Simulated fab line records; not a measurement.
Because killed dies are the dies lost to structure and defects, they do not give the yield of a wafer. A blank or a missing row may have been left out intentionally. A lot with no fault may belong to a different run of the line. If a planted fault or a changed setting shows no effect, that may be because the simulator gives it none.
Split-lot trial | flow n5-finfet | 7 lots, 21 wafers read, on a route of 1938 steps

## THE SPLIT ITSELF
At N5_BEOL_M1_TRENCH_ETCH_37 (etches SiOC in C4F6/O2, target depth 55.207 nm, time 29 s), the setting source-w was moved away from the recipe's 355 W on 8 of the 21 wafers read, by -17.9% to +8.5%. All remaining wafers had this setting at the recipe value.

The split's own step is where the reading is taken.

## THE READING
rf-vpp-V, in V, at N5_BEOL_M1_TRENCH_ETCH_37 (etches SiOC in C4F6/O2, target depth 55.207 nm, time 29 s). Typical for fault-free wafers on this fab line: 663 V, with standard deviation 13 V.

wafer  | tool, chamber at the split | source-w as run, W | against the recipe | rf-vpp-V, V | against lot-mates on the recipe
L074.1 | rie-diel-02, 3             | 355                | recipe             | 688         | -
L074.3 | rie-diel-02, 2             | 355                | recipe             | 676         | -
L074.5 | rie-diel-02, 2             | 355                | recipe             | 676         | -
L076.2 | rie-diel-04, 0             | 374                | +5.4%              | 655         | +0
L076.3 | rie-diel-04, 2             | 374                | +5.4%              | 639         | -16
L076.5 | rie-diel-04, 2             | 355                | recipe             | 655         | -
L082.4 | rie-diel-04, 1             | 355                | recipe             | 654         | -
L082.5 | rie-diel-04, 0             | 355                | recipe             | 673         | -
L082.6 | rie-diel-04, 3             | 355                | recipe             | 665         | -
L083.1 | rie-diel-03, 0             | 291.6              | -17.9%             | 737         | +95
L083.3 | rie-diel-03, 1             | 355                | recipe             | 642         | -
L083.5 | rie-diel-03, 1             | 291.6              | -17.9%             | 710         | +68
L084.2 | rie-diel-02, 2             | 355                | recipe             | 675         | -
L084.3 | rie-diel-02, 0             | 355                | recipe             | 651         | -
L084.4 | rie-diel-02, 2             | 355                | recipe             | 677         | -
L088.1 | rie-diel-04, 1             | 335.3              | -5.5%              | 674         | +19
L088.2 | rie-diel-04, 0             | 335.3              | -5.5%              | 694         | +39
L088.3 | rie-diel-04, 2             | 355                | recipe             | 655         | -
L090.1 | rie-diel-04, 0             | 385.3              | +8.5%              | 646         | -18
L090.2 | rie-diel-04, 3             | 355                | recipe             | 664         | -
L090.4 | rie-diel-04, 2             | 385.3              | +8.5%              | 628         | -36

FIT RESULTS
A straight line over all 21 wafers: rf-vpp-V changes by -3.29 V for each +1% of source-w; r = -0.87; the points scatter about the line by 13 V.
The same after taking each lot's own level away (the mean of its wafers on the recipe; 21 wafers): -4.11 V for each +1%; r = -0.94; scatter 10 V.
According to that fit, moving source-w by its largest amount changes the reading by 73 V.
Measured against the standard deviation above, the lots' own levels, which go from 642.0 to 680.0 V, span 2.9 times it.
In other words, the slope is changed by the lot-to-lot level; the two fits disagree.
Check: +66.2 V against its lot-mates is what the line predicts for one of the wafers moved furthest among these (-17.9%) when that wafer is left out of the fit. Against them it came out at +95 V.
Tool readings at the split's step, against how far the setting was moved: rf-vpp-V r = -0.87.

## ADDITIONAL SPLITS CARRIED BY THESE WAFERS
Before the reading, these wafers also passed through other splits. Each is held against what the fit with the lots' levels taken away leaves over:
other split on the same wafers                  | wafers away from the commonest value | r with rf-vpp-V (lot level and that fit taken away)
N5_GATE_CUT_EXPOSE_10 dose-mj                   | 9                                    | +0.34
N5_MOL_CONTACT_COAG_ALD_27 ald-cycles           | 11                                   | -0.06
N5_MOL_CONTACT_COAG_ALD_123 ald-cycles          | 6                                    | -0.05
N5_MOL_CONTACT_COAG_ETCHBACK_136 target-depth-a | 11                                   | +0.22
N5_MOL_CONTACT_COAG_CVD_140 target-thk-a        | 6                                    | -0.08
N5_BEOL_M0_SAQP_COAT_08 spin-rpm                | 3                                    | +0.23
N5_BEOL_M0_SAQP_DESCUM_19 time-s                | 9                                    | +0.28
N5_BEOL_M0_ETCH_138 source-w                    | 8                                    | -0.08

## THE FILE'S OWN FIT
rf-vpp-V changes by -4.16 V for each +1% of source-w, r = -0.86.
